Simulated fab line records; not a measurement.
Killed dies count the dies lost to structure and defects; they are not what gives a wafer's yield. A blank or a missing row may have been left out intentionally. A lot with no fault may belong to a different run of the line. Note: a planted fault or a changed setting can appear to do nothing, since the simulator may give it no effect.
fab line records | flow n5Finfet
[record] lots = 24 wafers = 72 lastDay = 19
route steps=1938 shown ILD0@340 DUMMY_REMOVAL@377 HKMG_FIN@420
lots that met no fault: taken from a fault-free run of the same line
startH: the number of hours between the record's first day and the start of the first shown wafer of the lot | waitH: how many hours have passed since the lot's step before this one | " as in the row above | L1.1+2: a row that stands for several wafers | - value missing, or start not given | * or withheld: withheld | < > ~ a bound
route shown NAME@n: a module of which the file shows steps, and the number in the route of the first | usual: the fault-free wafers' mean and standard deviation | same: alike in all rows | chamber/n: place in a boat | sites: readings site by site | _std_site: standard deviation of those values | _edge_site: inner sites' mean taken away from outer sites' mean | radiusMm: for every site, how far away it sits from the centre of the wafer | mask NAME#n: copy n | behind: the last tool/chamber to shape the wafer | hold: reason for holding the lot/hours on hold/outcome of the hold | device: whichever transistor did not switch (one of n, p or np) | end of line: the same wafers' tests at the end of the route | for a step that has no rows: nothing shown but its recipe | killed: dies that structure and defects cost at the first sort, which is not the same as the wafer's yield | map: dies across one wafer; x = killed, . = not, _ = none there
set.NAME: the setting the step ran with; set.NAME@STEP: the setting that earlier step ran with | model.NAME: the simulator's own value behind a step, which no gauge read
a sample of lots followed through the steps of the route, with each step as a table and each wafer as a row
services: when a tool's chamber went out of use (startH, in hours from the record's first day, below 0 if earlier), for how many hours, and the reason
[[steps]]
[step N5_ILD0_CMP_07]
[recipe] stopOn = poly-Si material = SiO2_flowable tOverpolishS = 1.18 postCmpClean = alkalineBrush downForcePsi = 4.1491 platenRpm = 51.796 padVelocityMS = 1.0306 targetThkNm = 138.88
[usual] motorCurrentA = 12.7/1.1
// columns lot.wafer tool chamber startH waitH motorCurrentA
L074.3 cmp-03 2 59.72 0.1 10.7
L074.2 " 0 " " 13.9
L074.5 " 2 " " 10.4
L075.3 cmp-04 2 69.93 0.0 13.0
L075.4 " 1 " " 13.3
L075.6 " 2 " " 13.5
L076.1 cmp-01 0 83.32 0.0 11.6
L076.6 " 0 " " 11.5
L076.5 " 1 " " 15.7
L077.1 cmp-03 2 89.19 0.2 10.7
L077.2 " 3 " " 12.7
L077.5 " 0 " " 13.7
L078.3 cmp-04 2 92.21 0.1 12.5
L078.2 " 3 " " 11.2
L078.6 " 2 " " 13.4
L079.3 cmp-03 2 98.07 0.0 11.2
L079.1 " 3 " " 11.1
L079.2 " 1 " " 12.9
L080.4 cmp-01 0 100.71 0.0 11.9
L080.1 " 2 " " 14.1
L080.3 " 3 " " 13.0
L081.1 cmp-04 2 108.04 0.0 12.6
L081.4 " 3 " " 12.2
L081.2 " 0 " " 11.9
L082.2 cmp-01 2 110.17 0.1 13.5
L082.1 " 3 " " 13.0
L082.5 " 1 " " 15.3
L083.2 cmp-03 3 118.88 0.0 11.9
L083.1 " 2 " " 11.0
L083.5 " 3 " " 11.6
L084.2 cmp-04 3 123.89 0.1 11.9
L084.4 " 0 " " 13.2
L084.6 " 2 " " 13.6
L085.3 cmp-03 1 130.59 0.0 13.0
L085.5 " 1 " " 13.4
L085.6 " 2 " " 10.7
L086.1 cmp-03 0 135.45 0.1 13.5
L086.2 " 1 " " 13.9
L086.4 " 2 " " 10.5
L087.4 cmp-01 2 141.04 0.1 13.1
L087.5 " 3 " " 13.3
L087.6 " 0 " " 11.9
L088.2 cmp-04 3 147.34 0.0 12.3
L088.1 " 0 " " 12.3
L088.4 " 1 " " 13.2
L089.3 cmp-03 3 152.71 0.1 12.0
L089.1 " 1 " " 12.9
L089.5 " 2 " " 11.3
L090.1 cmp-01 3 159.10 0.0 12.9
L090.2 " 0 " " 11.8
L090.4 " 1 " " 15.1
L091.3 cmp-01 1 165.23 0.1 14.4
L091.1 " 2 " " 13.5
L091.6 " 1 " " 15.4
L092.4 cmp-04 3 174.44 0.0 11.9
L092.3 " 1 " " 13.0
L092.5 " 0 " " 12.7
L093.1 cmp-04 0 177.95 0.1 12.6
L093.3 " 2 " " 13.0
L093.5 " 0 " " 12.2
L094.2 cmp-01 3 183.33 0.0 12.6
L094.1 " 0 " " 11.9
L094.5 " 3 " " 13.0
L095.1 cmp-01 1 189.31 0.1 15.2
L095.6 " 0 " " 11.7
L095.5 " 1 " " 14.9
L096.3 cmp-03 3 197.70 0.1 11.6
L096.6 " 1 " " 13.3
L096.5 " 2 " " 11.0
L097.1 cmp-01 2 202.06 0.0 13.3
L097.3 " 1 " " 15.4
L097.5 " 3 " " 12.8
[step N5_DUMMY_REMOVAL_HM_STRIP_01]
[recipe] chemistry = CH3F/O2 material = SiNx targetDepthA = 40 stopOn = poly-Si timeS = 6.8 overEtchFrac = 0.3 ionEnergyEv = 60 powerW = 410 biasW = 29 Ar_flow_sccm = 150 CH3F_flow_sccm = 30 O2_flow_sccm = 20
[usual] O2_flow_sccm = 20.00/0.062 drypumpMotorCurrentA = 5.73/0.28 oesProductAu = 0.63/0.052 rfVppV = 127.3/0.99 showerheadPlenumPTorr = 1.99/0.069 throttleValvePct = 16.32/0.27
// columns lot.wafer tool chamber startH waitH O2_flow_sccm drypumpMotorCurrentA oesProductAu rfHoursCounterH rfVppV showerheadPlenumPTorr throttleValvePct
L074.2 rieDiel-06 1 67.79 0.0 19.98 6.25 0.61 185 126.6 1.90 16.09
L074.3 " 3 " " 20.06 5.40 0.73 15 128.6 2.13 16.25
L074.5 " 0 " " 20.05 5.88 0.63 - 129.0 2.11 16.38
L075.3 rieDiel-06 0 77.80 0.0 19.92 5.86 0.63 119 129.4 2.11 16.36
L075.4 " 2 " " 20.01 6.03 0.63 96 127.1 1.92 16.27
L075.6 " 2 " " 20.05 6.04 0.63 - 127.1 1.92 16.29
L076.1 rieDiel-05 0 91.96 0.0 20.03 5.79 0.62 157 128.2 1.99 16.35
L076.5 " 1 " " 19.89 5.13 0.61 - 126.9 1.91 16.52
L076.6 " 3 " " 19.96 5.76 0.70 - 128.0 1.94 15.86
L077.1 rieDiel-05 1 97.79 0.1 20.01 5.20 0.61 148 125.2 1.91 16.53
L077.2 " 0 " " 20.07 5.77 0.62 159 127.5 1.99 16.37
L077.5 " 0 " " 20.04 5.79 0.62 - 127.4 1.99 16.36
L078.2 rieDiel-05 0 100.16 0.0 19.98 5.79 0.61 160 126.9 1.99 16.37
L078.3 " 1 " " 20.00 5.19 0.61 148 126.6 1.91 16.56
L078.6 " 1 " " 20.02 5.19 0.61 - 126.5 1.91 16.54
L079.1 rieDiel-05 2 106.26 0.1 20.02 5.66 0.60 211 127.0 1.98 16.68
L079.2 " 1 " " 20.02 5.18 0.60 150 126.8 1.91 16.54
L079.3 " 3 " " 19.97 5.75 0.70 64 126.3 1.94 15.89
L080.1 rieDiel-06 0 108.70 0.0 20.07 5.90 0.63 128 129.2 2.10 16.38
L080.3 " 2 " " 20.03 6.01 0.62 105 127.5 1.92 16.28
L080.4 " 1 " " 19.88 6.31 0.60 192 125.5 1.90 16.09
L081.1 rieDiel-05 1 116.85 0.0 20.03 5.18 0.60 153 127.0 1.91 16.54
L081.2 " 2 " " 20.03 5.66 0.59 214 126.9 1.97 16.70
L081.4 " 3 " " 20.02 5.75 0.70 67 126.8 1.94 15.88
L082.1 rieDiel-05 1 118.32 0.1 20.12 5.18 0.60 154 126.9 1.91 16.55
L082.2 " 2 " " 19.97 5.64 0.58 214 128.6 1.97 16.70
L082.5 " 0 " " 19.93 5.80 0.61 - 126.8 1.98 16.38
L083.1 rieDiel-05 1 127.03 0.0 19.97 5.18 0.60 157 127.0 1.91 16.57
L083.2 " 2 " " 19.93 5.65 0.58 218 126.6 1.97 16.72
L083.5 " 3 " " 20.05 5.77 0.69 - 125.3 1.94 15.90
L084.2 rieDiel-05 1 131.78 0.0 19.97 5.21 0.60 158 127.6 1.91 16.56
L084.4 " 3 " " 19.98 5.75 0.68 72 127.5 1.94 15.91
L084.6 " 3 " " 19.96 5.75 0.69 - 127.1 1.94 15.91
L085.3 rieDiel-06 0 139.27 0.0 20.01 5.90 0.62 136 129.4 2.10 16.40
L085.5 " 0 " " 20.00 5.89 0.62 - 127.8 2.10 16.40
L085.6 " 1 " " 20.02 6.22 0.60 - 127.8 1.90 16.13
L086.1 rieDiel-01 1 143.70 0.0 20.10 6.13 0.69 55 126.4 2.05 16.35
L086.2 " 0 " " 20.05 5.67 0.69 53 126.3 1.96 15.89
L086.4 " 3 " " 20.03 5.84 0.57 - 126.9 2.05 16.34
L087.4 rieDiel-01 0 150.80 0.1 20.04 5.65 0.69 - 127.5 1.96 15.91
L087.5 " 3 " " 19.96 5.87 0.55 - 127.4 2.05 16.34
L087.6 " 1 " " 20.05 6.09 0.69 - 125.9 2.05 16.37
L088.1 rieDiel-05 2 156.43 0.0 20.02 5.67 0.58 226 127.3 1.97 16.70
L088.2 " 3 " " 19.99 5.76 0.69 79 125.5 1.94 15.92
L088.4 " 1 " " 20.09 5.18 0.60 165 126.4 1.90 16.59
L089.1 rieDiel-01 0 162.05 0.0 19.98 5.64 0.68 61 126.4 1.96 15.92
L089.3 " 2 " " 20.11 5.67 0.59 201 127.2 2.07 16.59
L089.5 " 0 " " 19.96 5.67 0.69 - 127.9 1.96 15.90
L090.1 rieDiel-05 1 167.91 0.0 20.18 5.16 0.59 169 126.4 1.90 16.58
L090.2 " 2 " " 20.04 5.67 0.58 230 127.2 1.97 16.74
L090.4 " 1 " " 20.10 5.16 0.59 - 126.4 1.90 16.60
L091.1 rieDiel-05 3 173.45 0.0 19.85 5.75 0.68 82 126.5 1.94 15.93
L091.3 " 0 " " 20.02 5.77 0.60 183 126.2 1.98 16.41
L091.6 " 0 " " 19.88 5.78 0.60 - 128.0 1.98 16.41
L092.3 rieDiel-01 3 183.37 0.3 19.97 5.87 0.78 2 128.0 2.05 15.92
L092.4 " 0 " " 20.04 5.67 0.68 66 127.1 1.95 15.92
L092.5 " 2 " " 20.03 5.65 0.59 - 127.8 2.07 16.57
L093.1 rieDiel-01 2 186.65 0.2 19.97 5.66 0.58 206 129.2 2.07 16.58
L093.3 " 1 " " 19.99 6.13 0.67 69 128.8 2.04 16.38
L093.5 " 2 " " 20.08 5.66 0.58 - 128.0 2.07 16.59
L094.1 rieDiel-06 1 191.42 0.0 20.08 6.25 0.59 213 127.4 1.89 16.15
L094.2 " 0 " " 19.97 5.86 0.60 149 129.3 2.10 16.41
L094.5 " 2 " " 19.92 6.03 0.60 - 126.7 1.91 16.32
L095.1 rieDiel-01 1 197.34 0.0 19.94 6.10 0.67 73 127.9 2.04 16.39
L095.5 " 0 " " 20.00 5.66 0.68 - 127.3 1.95 15.92
L095.6 " 2 " " 20.13 5.65 0.58 - 126.7 2.07 16.59
L096.3 rieDiel-06 1 206.20 0.0 20.05 6.24 0.59 217 128.3 1.89 16.14
L096.5 " 1 " " 19.90 6.25 0.59 - 125.7 1.89 16.16
L096.6 " 0 " " 20.06 5.90 0.61 - 128.1 2.09 16.44
L097.1 rieDiel-05 1 210.12 0.1 20.01 5.18 0.59 181 126.0 1.90 16.59
L097.3 " 0 " " 20.01 5.79 0.60 194 128.4 1.98 16.44
L097.5 " 1 " " 19.91 5.15 0.58 - 127.8 1.90 16.59
[step N5_HKMG_FIN_THK_MEAS_70]
[recipe] thkMeasGauge = xrf reads = HfO2_of_HKMG_FIN_HK_ALD_01
[usual] HK_THK = 1.585/0.022
// columns lot.wafer tool chamber startH waitH HK_THK[nm]
L074.2 filmMetro-02 - 72.39 0.2 1.563
L074.3 " - " " 1.589
L074.5 " - " " 1.594
L075.3 filmMetro-02 - 81.80 0.2 1.598
L075.4 " - " " 1.578
L075.6 " - " " 1.598
L076.1 filmMetro-02 - 96.07 0.2 1.589
L076.5 " - " " 1.600
L076.6 " - " " 1.602
L077.1 filmMetro-02 - 101.99 0.2 1.585
L077.2 " - " " 1.570
L077.5 " - " " 1.609
L078.2 filmMetro-01 - 104.48 0.2 1.599
L078.3 " - " " 1.596
L078.6 " - " " 1.573
L079.1 filmMetro-01 - 110.33 0.2 1.579
L079.2 " - " " 1.615
L079.3 " - " " 1.568
L080.1 filmMetro-02 - 112.96 0.2 1.566
L080.3 " - " " 1.584
L080.4 " - " " 1.620
L081.1 filmMetro-02 - 120.88 0.2 1.585
L081.2 " - " " 1.611
L081.4 " - " " 1.577
L082.1 filmMetro-02 - 122.48 0.2 1.599
L082.2 " - " " 1.565
L082.5 " - " " 1.573
L083.1 filmMetro-01 - 131.05 0.2 1.581
L083.2 " - " " 1.566
L083.5 " - " " 1.567
L084.2 filmMetro-02 - 135.95 0.2 1.510
L084.4 " - " " 1.590
L084.6 " - " " 1.565
L085.3 filmMetro-02 - 143.35 0.2 1.622
L085.5 " - " " 1.611
L085.6 " - " " 1.567
L086.1 filmMetro-02 - 148.83 0.2 1.556
L086.2 " - " " 1.581
L086.4 " - " " 1.563
L087.4 filmMetro-01 - 155.54 0.2 1.568
L087.5 " - " " 1.607
L087.6 " - " " 1.577
L088.1 filmMetro-02 - 160.69 0.2 1.573
L088.2 " - " " 1.599
L088.4 " - " " 1.608
L089.1 filmMetro-02 - 166.93 0.2 1.617
L089.3 " - " " 1.595
L089.5 " - " " 1.601
L090.1 filmMetro-01 - 172.21 0.2 1.565
L090.2 " - " " 1.624
L090.4 " - " " 1.567
L091.1 filmMetro-02 - 178.65 0.2 1.571
L091.3 " - " " 1.631
L091.6 " - " " 1.599
L092.3 filmMetro-02 - 187.36 0.2 1.572
L092.4 " - " " 1.627
L092.5 " - " " 1.594
L093.1 filmMetro-01 - 190.67 0.2 1.581
L093.3 " - " " 1.566
L093.5 " - " " 1.576
L094.1 filmMetro-02 - 195.74 0.2 1.578
L094.2 " - " " 1.547
L094.5 " - " " 1.577
L095.1 filmMetro-02 - 201.41 0.2 1.603
L095.5 " - " " 1.631
L095.6 " - " " 1.571
L096.3 filmMetro-01 - 210.19 0.2 1.577
L096.5 " - " " 1.590
L096.6 " - " " 1.545
L097.1 filmMetro-02 - 214.42 0.2 1.584
L097.3 " - " " 1.561
L097.5 " - " " 1.608
[step N5_HKMG_FIN_DESCUM_17]
[recipe] chemistry = O2 timeS = 7.9 sourcePowerW = 50 biasPowerW = 20 pressureMtorr = 20 rfFrequencyHz = 2.712e+07 tempC = 40 resist = CAR-ArF o2FlowSccm = 225
[usual] drypumpMotorCurrentA = 5.7/0.43 oesProductAu = 0.78/0.093 rfVppV = 243.4/1.4 showerheadPlenumPTorr = 2.11/0.076 tempC = 40.00/0.12 throttleValvePct = 20.48/0.21
// columns lot.wafer tool chamber startH waitH drypumpMotorCurrentA oesProductAu rfHoursCounterH rfVppV showerheadPlenumPTorr tempC throttleValvePct
L074.2 rieDiel-04 0 73.35 0.0 5.8 0.71 175 244.1 2.18 40.15 20.35
L074.3 " 3 " " 6.0 0.71 234 244.0 2.15 40.12 20.72
L074.5 " 3 " " 6.0 0.71 - 242.8 2.15 40.04 20.71
L075.3 rieDiel-03 2 82.64 0.0 5.2 0.76 149 242.0 2.01 39.86 20.72
L075.4 " 3 " " 4.9 0.69 235 240.0 1.96 40.18 20.43
L075.6 " 1 " " 5.8 0.70 - 243.1 2.07 39.81 20.10
L076.1 rieDiel-02 2 97.04 0.0 5.2 0.80 90 244.4 2.23 40.14 20.38
L076.5 " 0 " " 6.3 0.86 - 243.9 2.14 39.87 20.76
L076.6 " 3 " " 5.7 0.69 - 241.9 2.09 40.07 20.61
L077.1 rieDiel-04 2 102.96 0.0 6.2 0.71 242 241.6 1.98 39.94 20.58
L077.2 " 3 " " 6.0 0.70 244 244.9 2.15 39.99 20.76
L077.5 " 3 " " 6.0 0.70 - 245.3 2.15 39.79 20.75
L078.2 rieDiel-03 1 105.69 0.3 5.8 0.70 195 242.0 2.07 39.89 20.12
L078.3 " 0 " " 5.0 0.90 16 244.0 2.13 39.93 20.29
L078.6 " 3 " " 4.9 0.69 - 240.6 1.96 39.86 20.43
L079.1 rieDiel-02 0 111.30 0.0 6.3 0.85 54 243.9 2.14 39.97 20.77
L079.2 " 3 " " 5.7 0.68 241 241.6 2.09 39.95 20.61
L079.3 " 1 " " 5.5 0.72 221 242.4 2.08 39.85 20.76
L080.1 rieDiel-04 1 113.79 0.0 5.7 0.79 158 242.4 2.06 39.94 20.33
L080.3 " 2 " " 6.2 0.70 246 241.7 1.98 39.76 20.58
L080.4 " 0 " " 5.8 0.71 187 245.7 2.18 40.17 20.37
L081.1 rieDiel-02 3 121.72 0.0 5.7 0.68 245 242.4 2.08 40.01 20.64
L081.2 " 0 " " 6.4 0.85 57 244.3 2.14 40.00 20.77
L081.4 " 2 " " 5.2 0.79 99 244.2 2.23 39.96 20.41
L082.1 rieDiel-04 2 123.45 0.0 6.2 0.70 249 241.8 1.98 40.14 20.58
L082.2 " 1 " " 5.7 0.78 162 244.0 2.06 40.09 20.35
L082.5 " 1 " " 5.7 0.78 - 242.1 2.06 40.19 20.33
L083.1 rieDiel-04 0 132.01 0.0 5.8 0.70 195 243.8 2.17 39.92 20.37
L083.2 " 1 " " 5.7 0.78 166 242.5 2.06 40.12 20.35
L083.5 " 1 " " 5.7 0.78 - 242.1 2.06 40.07 20.34
L084.2 rieDiel-04 0 136.79 0.0 5.8 0.69 198 243.2 2.17 40.03 20.37
L084.4 " 3 " " 6.0 0.99 - 245.2 2.15 40.04 20.42
L084.6 " 0 " " 5.8 0.70 - 243.8 2.17 40.00 20.39
L085.3 rieDiel-02 2 144.22 0.1 5.2 0.78 106 243.8 2.23 40.22 20.41
L085.5 " 0 " " 6.3 0.84 - 242.9 2.14 39.92 20.78
L085.6 " 1 " " 5.5 0.71 - 242.1 2.07 39.86 20.74
L086.1 rieDiel-02 0 150.01 0.3 6.4 0.83 68 242.8 2.14 40.03 20.80
L086.2 " 2 " " 5.2 0.78 109 245.3 2.22 40.06 20.42
L086.4 " 0 " " 6.3 0.82 - 244.6 2.14 39.97 20.80
L087.4 rieDiel-02 1 156.41 0.1 5.4 0.70 - 242.4 2.07 39.97 20.77
L087.5 " 0 " " 6.3 0.84 - 243.7 2.14 40.04 20.78
L087.6 " 2 " " 5.2 0.78 - 245.8 2.22 40.17 20.42
L088.1 rieDiel-02 2 161.65 0.0 5.2 0.78 114 243.7 2.22 40.20 20.42
L088.2 " 0 " " 6.3 0.82 73 242.9 2.14 40.08 20.78
L088.4 " 3 " " 5.7 1.00 0 241.5 2.08 40.05 20.32
L089.1 rieDiel-04 3 167.77 0.0 6.0 0.94 16 243.1 2.14 39.89 20.43
L089.3 " 1 " " 5.7 0.77 176 242.9 2.06 40.13 20.35
L089.5 " 0 " " 5.8 0.68 - 245.3 2.17 39.86 20.39
L090.1 rieDiel-03 0 173.04 0.0 5.0 0.84 40 246.1 2.12 39.87 20.31
L090.2 " 3 " " 4.8 0.97 5 244.4 2.21 40.05 20.02
L090.4 " 2 " " 5.3 0.74 181 241.9 2.00 40.15 20.77
L091.1 rieDiel-03 3 179.61 0.0 4.9 0.96 9 246.1 2.21 39.87 20.01
L091.3 " 1 " " 5.8 0.68 223 241.8 2.06 40.14 20.15
L091.6 " 3 " " 4.9 0.96 - 244.3 2.21 40.15 20.04
L092.3 rieDiel-04 3 188.32 0.0 6.0 0.92 21 243.0 2.14 40.31 20.45
L092.4 " 0 " " 5.8 0.68 215 243.5 2.17 40.08 20.40
L092.5 " 1 " " 5.7 0.75 - 243.5 2.06 39.91 20.39
L093.1 rieDiel-04 1 191.52 0.0 5.7 0.76 183 240.8 2.06 40.14 20.37
L093.3 " 3 " " 6.0 0.92 23 243.7 2.14 40.03 20.44
L093.5 " 2 " " 6.2 0.95 - 245.2 2.24 39.95 20.29
L094.1 rieDiel-03 3 198.04 0.0 4.8 0.94 13 245.4 2.21 40.06 20.05
L094.2 " 2 " " 5.2 0.72 188 241.8 2.00 39.93 20.78
L094.5 " 2 " " 5.2 0.72 - 243.2 2.00 40.11 20.78
L095.1 rieDiel-02 2 202.41 0.2 5.2 0.76 131 244.8 2.22 40.04 20.44
L095.5 " 2 " " 5.2 0.76 - 242.9 2.22 39.86 20.45
L095.6 " 3 " " 5.7 0.93 - 242.1 2.08 39.88 20.35
L096.3 rieDiel-04 0 211.08 0.1 5.8 0.69 222 244.7 2.16 40.13 20.43
L096.5 " 0 " " 5.8 0.67 - 245.5 2.16 40.12 20.41
L096.6 " 3 " " 6.0 0.91 - 244.7 2.14 40.04 20.45
L097.1 rieDiel-04 0 215.39 0.0 5.8 0.68 224 244.9 2.16 40.15 20.41
L097.3 " 1 " " 5.7 0.75 191 244.0 2.05 39.98 20.39
L097.5 " 1 " " 5.7 0.76 - 243.2 2.05 39.86 20.37
[step N5_HKMG_FIN_NWFM_ALD_20]
[recipe] material = TiAlC targetThkA = 20 tempC = 300 aldPrecursorFamily = TiCl4 aldCoReactant = TEA pulseTimeS = 3 purgeTimeS = 2 coReactantPurgeTimeS = 2 coReactantPulseTimeS = 10 aldCycles = 7 pressureTorr = 3
[usual] heaterPowerW = 484/36 precursorPulseHeightRel = 1.001/0.019
// columns lot.wafer tool chamber startH waitH heaterPowerW precursorPulseHeightRel
L074.2 aldMetal-04 0 75.30 0.3 487 0.992
L074.3 " 2 " " 493 1.021
L074.5 " 1 " " 411 1.001
L075.3 aldMetal-02 1 84.59 0.1 430 0.991
L075.4 " 0 " " 489 1.015
L075.6 " 3 " " 444 1.005
L076.1 aldMetal-04 0 99.00 0.3 488 1.013
L076.5 " 3 " " 495 0.996
L076.6 " 2 " " 508 0.983
L077.1 aldMetal-04 2 104.98 0.3 486 1.007
L077.2 " 0 " " 477 1.012
L077.5 " 1 " " 422 0.973
L078.2 aldMetal-01 0 107.64 0.3 507 1.020
L078.3 " 2 " " 531 0.988
L078.6 " 0 " " 508 1.015
L079.1 aldMetal-01 3 113.28 0.3 465 0.993
L079.2 " 2 " " 537 0.996
L079.3 " 0 " " 519 1.003
L080.1 aldMetal-04 0 115.92 0.3 469 0.984
L080.3 " 1 " " 425 1.038
L080.4 " 3 " " 507 0.993
L081.1 aldMetal-02 1 123.75 0.3 441 0.996
L081.2 " 2 " " 478 1.037
L081.4 " 0 " " 473 1.019
L082.1 aldMetal-04 2 125.40 0.3 489 0.997
L082.2 " 1 " " 419 0.993
L082.5 " 2 " " 513 1.038
L083.1 aldMetal-04 2 133.97 0.3 495 0.995
L083.2 " 1 " " 431 0.963
L083.5 " 0 " " 474 1.023
L084.2 aldMetal-01 0 138.81 0.3 499 0.992
L084.4 " 1 " " 535 0.995
L084.6 " 2 " " 546 1.055
L085.3 aldMetal-01 1 146.21 0.1 512 1.001
L085.5 " 2 " " 544 0.988
L085.6 " 3 " " 461 1.003
L086.1 aldMetal-04 1 151.96 0.3 436 0.979
L086.2 " 2 " " 482 0.981
L086.4 " 0 " " 480 1.003
L087.4 aldMetal-01 2 158.34 0.1 528 1.030
L087.5 " 3 " " 475 0.983
L087.6 " 2 " " 532 0.996
L088.1 aldMetal-04 0 163.72 0.3 485 1.038
L088.2 " 3 " " 499 0.999
L088.4 " 1 " " 428 0.985
L089.1 aldMetal-01 1 169.74 0.3 532 1.005
L089.3 " 2 " " 548 0.991
L089.5 " 2 " " 544 1.005
L090.1 aldMetal-02 0 175.00 0.3 479 0.988
L090.2 " 1 " " 429 0.978
L090.4 " 2 " " 475 1.023
L091.1 aldMetal-01 1 181.57 0.3 524 0.975
L091.3 " 3 " " 461 0.984
L091.6 " 3 " " 474 0.973
L092.3 aldMetal-01 1 190.28 0.1 522 0.956
L092.4 " 2 " " 531 0.993
L092.5 " 0 " " 519 0.990
L093.1 aldMetal-01 2 193.54 0.3 540 1.028
L093.3 " 1 " " 529 0.986
L093.5 " 2 " " 538 0.995
L094.1 aldMetal-02 0 200.01 0.3 501 0.972
L094.2 " 3 " " 454 0.993
L094.5 " 3 " " 456 0.984
L095.1 aldMetal-04 2 204.37 0.3 494 1.010
L095.5 " 1 " " 424 0.984
L095.6 " 2 " " 491 0.992
L096.3 aldMetal-04 1 213.20 0.1 430 0.967
L096.5 " 2 " " 487 1.011
L096.6 " 3 " " 488 0.983
L097.1 aldMetal-04 2 217.35 0.3 497 1.002
L097.3 " 1 " " 410 1.023
L097.5 " 2 " " 490 0.984
[step N5_HKMG_FIN_ETCHBACK_68]
[recipe] chemistry = Cl2/Ar stopOn = HfO2 targetDepthA = 5 pressureMtorr = 10 icpW = 600 biasW = 60 Cl2_flow_sccm = 40 Ar_flow_sccm = 60
[usual] drypumpMotorCurrentA = 5.5/0.41 oesProductAu = 0.75/0.14 throttleValvePct = 20.9/0.4
// columns lot.wafer tool chamber startH waitH drypumpMotorCurrentA oesProductAu rfHoursCounterH throttleValvePct
L074.2 rieMetal-02 0 75.97 0.0 5.8 0.64 113 21.5
L074.3 " 1 " " 4.8 0.69 - 21.0
L074.5 " 1 " " 4.8 0.69 - 21.0
L075.3 rieMetal-01 0 85.33 0.1 5.6 0.89 - 20.7
L075.4 " 0 " " 5.6 0.89 - 20.7
L075.6 " 0 " " 5.6 0.89 - 20.7
L076.1 rieMetal-01 0 99.67 0.0 5.6 0.86 6 20.7
L076.5 " 0 " " 5.6 0.86 - 20.7
L076.6 " 0 " " 5.6 0.87 - 20.7
L077.1 rieMetal-01 0 105.63 0.0 5.6 0.87 7 20.7
L077.2 " 0 " " 5.6 0.87 - 20.7
L077.5 " 0 " " 5.6 0.86 - 20.7
L078.2 rieMetal-02 0 108.33 0.0 5.8 0.63 115 21.5
L078.3 " 0 " " 5.8 0.64 - 21.5
L078.6 " 0 " " 5.8 0.64 - 21.5
L079.1 rieMetal-01 0 113.94 0.0 5.6 0.84 9 20.7
L079.2 " 1 " " 6.0 0.96 0 21.0
L079.3 " 1 " " 6.1 0.95 - 21.0
L080.1 rieMetal-03 0 116.61 0.0 5.8 0.58 130 20.6
L080.3 " 1 " " 5.7 0.57 - 21.0
L080.4 " 0 " " 5.8 0.58 - 20.6
L081.1 rieMetal-02 1 124.40 0.0 4.8 0.69 71 21.0
L081.2 " 0 " " 5.8 0.64 116 21.5
L081.4 " 0 " " 5.8 0.64 - 21.5
L082.1 rieMetal-02 0 126.05 0.0 5.7 0.63 116 21.5
L082.2 " 1 " " 4.8 0.68 71 21.0
L082.5 " 1 " " 4.8 0.68 - 21.1
L083.1 rieMetal-03 0 134.63 0.0 5.7 0.58 131 20.6
L083.2 " 1 " " 5.7 0.58 130 21.0
L083.5 " 1 " " 5.7 0.58 - 21.0
L084.2 rieMetal-03 1 139.47 0.0 5.7 0.58 131 21.1
L084.4 " 0 " " 5.7 0.58 - 20.6
L084.6 " 0 " " 5.7 0.57 - 20.6
L085.3 rieMetal-02 1 147.16 0.1 4.8 0.68 - 21.1
L085.5 " 1 " " 4.8 0.68 - 21.1
L085.6 " 0 " " 5.8 0.64 - 21.5
L086.1 rieMetal-01 1 152.85 0.0 6.0 0.92 3 21.0
L086.2 " 0 " " 5.6 0.84 12 20.8
L086.4 " 0 " " 5.6 0.84 - 20.7
L087.4 rieMetal-02 0 159.10 0.1 5.8 0.63 - 21.5
L087.5 " 1 " " 4.8 0.68 - 21.1
L087.6 " 0 " " 5.8 0.63 - 21.5
L088.1 rieMetal-01 1 164.53 0.0 6.0 0.90 4 21.0
L088.2 " 0 " " 5.6 0.84 13 20.8
L088.4 " 1 " " 6.1 0.92 - 21.0
L089.1 rieMetal-01 1 170.40 0.0 6.0 0.90 5 21.0
L089.3 " 1 " " 6.1 0.89 - 21.0
L089.5 " 0 " " 5.5 0.83 - 20.7
L090.1 rieMetal-02 1 175.93 0.0 4.8 0.67 75 21.1
L090.2 " 0 " " 5.8 0.63 120 21.5
L090.4 " 1 " " 4.8 0.68 - 21.1
L091.1 rieMetal-03 1 182.24 0.0 5.7 0.57 134 21.0
L091.3 " 1 " " 5.7 0.57 - 21.0
L091.6 " 1 " " 5.7 0.58 - 21.1
L092.3 rieMetal-02 0 191.19 0.1 5.8 0.63 - 21.5
L092.4 " 1 " " 4.8 0.67 - 21.1
L092.5 " 1 " " 4.8 0.67 - 21.1
L093.1 rieMetal-02 1 194.24 0.0 4.8 0.68 76 21.1
L093.3 " 1 " " 4.8 0.68 - 21.1
L093.5 " 0 " " 5.8 0.63 - 21.5
L094.1 rieMetal-03 0 200.67 0.0 5.7 0.98 0 20.2
L094.2 " 0 " " 5.7 0.98 - 20.2
L094.5 " 0 " " 5.8 0.98 - 20.2
L095.1 rieMetal-03 0 205.13 0.0 5.8 0.97 0 20.2
L095.5 " 0 " " 5.8 0.96 - 20.2
L095.6 " 0 " " 5.8 0.97 - 20.2
L096.3 rieMetal-02 0 213.94 0.1 5.8 0.62 - 21.5
L096.5 " 1 " " 4.8 0.67 - 21.1
L096.6 " 0 " " 5.8 0.63 - 21.5
L097.1 rieMetal-03 0 218.00 0.0 5.8 0.94 2 20.1
L097.3 " 0 " " 5.8 0.95 - 20.2
L097.5 " 0 " " 5.8 0.94 - 20.2
[[services]]
// columns tool chamber startH hours kind
rieDiel-05 - 36.84 3.3 repair
rieDiel-04 3 41.59 1.3 repair
rieDiel-05 1 47.74 9.5 repair
rieDiel-02 1 52.92 1.5 repair
rieDiel-04 0 57.66 4.1 repair
rieDiel-05 3 59.32 3.6 repair
rieMetal-02 - 62.41 4.3 pm
rieDiel-02 0 73.23 5.6 repair
rieDiel-02 0 82.78 5.5 repair
rieDiel-05 2 86.52 6.5 repair
aldMetal-01 3 91.74 2.4 repair
rieDiel-04 0 98.94 4.2 repair
cmp-03 - 106.47 6.9 pm
aldMetal-01 - 118.89 1.0 repair
rieMetal-02 - 144.65 0.8 repair
rieDiel-04 0 148.13 4.3 repair
rieDiel-05 3 162.96 6.1 repair
cmp-03 - 173.83 1.4 repair
rieDiel-05 2 176.92 13.9 repair
cmp-03 - 181.81 7.0 pm
aldMetal-04 - 189.13 6.0 pm
rieMetal-02 - 204.99 0.6 repair
aldMetal-01 - 209.19 8.7 pm
cmp-01 - 216.58 4.6 pm
[[key]]
fault none
